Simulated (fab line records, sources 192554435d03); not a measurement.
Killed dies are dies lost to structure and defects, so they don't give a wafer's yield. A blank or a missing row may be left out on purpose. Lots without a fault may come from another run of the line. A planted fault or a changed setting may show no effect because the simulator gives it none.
Split-lot experiment | flow n5_finfet | 7 lots, 21 wafers read, on a route of 1938 steps

THE SPLIT
At N5_BEOL_M15_CMP_49 (polishes, stops on SiO2, t overpolish 4.9 s, target thk 850 nm), the setting down_force_psi was moved away from the recipe's 2 psi on 9 of the 21 wafers read, by -22.2% to +17.4%. The other wafers ran this setting at the recipe's value.

The reading is taken at the split's own step.

THE READING
barrier_field_endpoint_s, in s, at N5_BEOL_M15_CMP_49 (polishes, stops on SiO2, t overpolish 4.9 s, target thk 850 nm). Fault-free wafers of this fab line usually give 11.54 s, standard deviation 0.25 s.

wafer  | tool, chamber at the split | down_force_psi as run, psi | against the recipe | barrier_field_endpoint_s, s | against lot-mates on the recipe
L074.4 | cmp-03, 1                  | 2.348                      | +17.4%             | 9.53                        | -1.87
L074.3 | cmp-03, 2                  | 2                          | recipe             | 11.05                       | -
L074.1 | cmp-03, 3                  | 2                          | recipe             | 11.75                       | -
L079.2 | cmp-04, 3                  | 2.163                      | +8.1%              | 10.88                       | -0.50
L079.1 | cmp-04, 1                  | 2                          | recipe             | 11.38                       | -
L079.5 | cmp-04, 0                  | 2.163                      | +8.1%              | 10.72                       | -0.66
L084.3 | cmp-04, 2                  | 2                          | recipe             | 11.52                       | -
L084.4 | cmp-04, 0                  | 2.117                      | +5.8%              | 10.65                       | -0.87
L084.6 | cmp-04, 3                  | 2.117                      | +5.8%              | 10.78                       | -0.74
L087.2 | cmp-04, 3                  | 2                          | recipe             | 11.80                       | -
L087.4 | cmp-04, 1                  | 2                          | recipe             | 11.21                       | -
L087.6 | cmp-04, 0                  | 2                          | recipe             | 11.44                       | -
L088.2 | cmp-03, 1                  | 1.556                      | -22.2%             | 15.23                       | +3.88
L088.6 | cmp-03, 2                  | 2                          | recipe             | 11.35                       | -
L088.5 | cmp-03, 3                  | 1.556                      | -22.2%             | 15.09                       | +3.74
L089.1 | cmp-04, 1                  | 2.24                       | +12.0%             | 10.27                       | -1.17
L089.2 | cmp-04, 2                  | 2.24                       | +12.0%             | 10.44                       | -1.00
L089.6 | cmp-04, 1                  | 2                          | recipe             | 11.44                       | -
L091.3 | cmp-04, 1                  | 2                          | recipe             | 11.05                       | -
L091.4 | cmp-04, 3                  | 2                          | recipe             | 11.05                       | -
L091.6 | cmp-04, 0                  | 2                          | recipe             | 11.14                       | -

THE FIT
A straight line over all 21 wafers: barrier_field_endpoint_s changes by -0.139 s for each +1% of down_force_psi; r = -0.96; the points scatter about the line by 0.38 s.
The same after taking each lot's own level away (the mean of its wafers on the recipe; 21 wafers): -0.142 s for each +1%; r = -0.97; scatter 0.34 s.
On that fit, the largest move of down_force_psi shifts the reading by 3.1 s.
The lots' own levels span 11.080 to 11.520 s, that is 1.8 times the standard deviation above.
So the lot-to-lot level changes the slope little: the two slopes agree.
Check: with one of the wafers moved furthest among these (-22.2%) left out of the fit, the line predicts +3.05 s for it against its lot-mates. It came out at +3.88 s against them.
Tool readings at the split's step, against how far the setting was moved: barrier_field_endpoint_s r = -0.96.

OTHER SPLITS ON THESE WAFERS
These wafers also went through other splits before the reading. Each is held against what the fit with the lots' levels taken away leaves over:
other split on the same wafers        | wafers away from the commonest value | r with barrier_field_endpoint_s (lot level and that fit taken away)
N5_BEOL_M15_DEVELOP_27 develop_time_s | 5                                    | +0.21

THE FILE'S OWN FIT
barrier_field_endpoint_s changes by -0.134 s for each +1% of down_force_psi, r = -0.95.
